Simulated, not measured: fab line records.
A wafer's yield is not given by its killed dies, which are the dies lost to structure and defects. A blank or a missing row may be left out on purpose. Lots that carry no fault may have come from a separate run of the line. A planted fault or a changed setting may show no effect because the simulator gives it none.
Comparing a struck lot with a sound one    flow n5Finfet    42 out of 1938 route steps
Sound: these wafers, L545.2, L545.3, L545.4. Wafers struck: L547.3, L547.4, L547.5. The cause is named last.
Order at every step that has rows: each side's tool, ch and its chambers, its first start. Under that, the readings that differ: sound wafers    struck wafers    difference of the means    sigmas: that difference in standard deviations of wafers without a fault.
alike: readings whose means differ by less than 2 such deviations, and words and numbers that are the same on both sides. not compared: withheld readings, readings that some wafer has no value for, bounds like >300 that may hide the same value, and numbers for which the record gives no deviation and whose values overlap.
A row with sigmas, a row that says differs or no value, or rows on one side alone: a step with any of these is where the two part. Non-overlapping numbers with no deviation appear without sigmas and do not part them. Lack of a reading on every wafer of one side parts them only where that side has two or more wafers.

first, 12 steps without rows for these wafers: N5_SD_EPI_N_ETCH_34 (etches SiARC in CF4, target depth 45.5 nm, time 75.8 s); N5_SD_EPI_N_ETCH_35 (etches SOC in N2/H2, overetch 108 nm, time 486 s); N5_SD_EPI_N_STRIP_36 (strips in N2/H2); N5_SD_EPI_N_ETCHBACK_44 (etches SiNx in CH3F/O2, stops on SiO2, target depth 14.5 nm); N5_SD_EPI_N_ETCH_45 (etches SiOCN in CH3F/O2, target depth 6 nm); N5_SD_EPI_N_ETCH_16 (etches SiO2 in CHF3/O2, target depth 5 nm); N5_SD_EPI_N_STRIP_47 (strips in CHF3/O2); N5_SD_EPI_N_SD_RECESS_17 (chemistry HBr/Cl2/O2, target depth 41 nm, time 23.7 s, bt time 3 s); N5_SD_EPI_N_STRIP_38 (strips in N2/H2); N5_SD_EPI_N_WET_ETCH_43 (etches SiO2 in dHF, time 14 s, target depth 1.5 nm); N5_SD_EPI_N_STRIP_18 (strips in SPM, time 750 s); N5_SD_EPI_N_SRD_20 (time 30 s).
N5_SD_EPI_N_PRECLEAN_48: cleans in NF3:NH3, afs cycles 2, time 20 s, sublimation time 60 s.
  sound on epiRpcvd-04 ch 0, day 4 14:15; struck on epiRpcvd-04 ch 0, day 5 05:44
then, 6 steps without rows for these wafers: N5_SD_EPI_N_VAPOR_ETCH_50 (etches Si in HCl, time 54 s); N5_SD_EPI_N_EPI_21 (deposits Si:P, time 690 s); N5_SD_EPI_N_PRECLEAN_24 (cleans in O3/DIW, time 60 s); N5_SD_EPI_N_SRD_25 (time 30 s); N5_SD_EPI_N_PRECLEAN_49 (cleans in NF3:NH3, afs cycles 1, time 20 s, sublimation time 60 s); N5_SD_EPI_N_LINER_46 (material SiNx, target thk 3 nm).
N5_SD_EPI_N_INSPECT_26: inspects for defects (darkfield).
  sound: defectInspect-02 at day 4 17:51; struck: defectInspect-02 at day 5 08:26
reading         sound        struck       difference  sigmas
rawDefectCount  212 234 185  867 813 827  +625        +16
then, 8 steps without rows for these wafers: N5_SD_EPI_P_COAT_34 (time 60 s, resist thk 350 nm); N5_SD_EPI_P_COAT_35 (time 60 s, resist thk 35 nm); N5_SD_EPI_P_COAT_03 (resist thk 150 nm); N5_SD_EPI_P_EBR_05; N5_SD_EPI_P_SOFTBAKE_04 (time 60 s); N5_SD_EPI_P_EXPOSE_06 (exposes mask SD P BLK, target cd 240 nm); N5_SD_EPI_P_PEB_07 (peb time 60 s); N5_SD_EPI_P_DEVELOP_08 (develop time 30 s).
N5_SD_EPI_P_INSPECT_11: inspects for defects (macro).
  sound: defectInspect-02 at day 4 18:11; struck: defectInspect-02 at day 5 08:53
reading         sound  struck          difference  sigmas
rawDefectCount  1 0 2  >300 >300 >300  differs     
then, 10 steps without rows for these wafers: N5_SD_EPI_P_DESCUM_14 (chemistry O2, time 7.9 s); N5_SD_EPI_P_ETCH_36 (etches SiARC in CF4, target depth 45.5 nm, time 75.8 s); N5_SD_EPI_P_ETCH_37 (etches SOC in N2/H2, overetch 108 nm, time 486 s); N5_SD_EPI_P_STRIP_38 (strips in N2/H2); N5_SD_EPI_P_ETCHBACK_46 (etches SiNx in CH3F/O2, stops on SiO2, target depth 17.5 nm); N5_SD_EPI_P_ETCH_47 (etches SiOCN in CH3F/O2, target depth 25 nm); N5_SD_EPI_P_ETCH_16 (etches SiO2 in CHF3/O2, target depth 5 nm); N5_SD_EPI_P_STRIP_50 (strips in CHF3/O2); N5_SD_EPI_P_SD_RECESS_17 (chemistry HBr/Cl2/O2, target depth 39.1 nm, bt time 3 s); N5_SD_EPI_P_WET_ETCH_45 (etches SiO2 in dHF, time 10.7 s, target depth 2 nm, rinse time 30 s).
N5_SD_EPI_P_INSPECT_26: inspects for defects (darkfield).
  sound: defectInspect-02 at day 4 22:17; struck: defectInspect-02 at day 5 13:29
reading         sound        struck       difference  sigmas
rawDefectCount  164 220 135  757 791 761  +597        +17
-- here the record skips 6 days between the struck wafers' starts before and after, leaving off in module SD_EPI_P and picking up in module BEOL_M4 (first step shown: number 1111 of the route) --
N5_BEOL_M4_RC_MEAS_101:
  sound on prober-02 ch 0, day 10 23:00; struck on prober-01 ch 0, day 11 06:15
  alike: DIBL_N, DIBL_P, IOFF_N, IOFF_P, ION_N, ION_P, SS_N, SS_P, VT_N, VT_P
-- a jump in the record: the struck wafers' starts before and after are 4 days apart (it breaks off in module BEOL_M4 and resumes in module PASSIVATION, where the first step shown is number 1936 of the route) --
N5_PASSIVATION_PROBE_49:
  the record has rows for the struck wafers here (prober-01, day 15 13:27) and none for the sound ones

## WHERE THEY PART
Earliest at N5_SD_EPI_N_INSPECT_26; latest, in this record, at N5_PASSIVATION_PROBE_49.

WHY: what the simulator had put in
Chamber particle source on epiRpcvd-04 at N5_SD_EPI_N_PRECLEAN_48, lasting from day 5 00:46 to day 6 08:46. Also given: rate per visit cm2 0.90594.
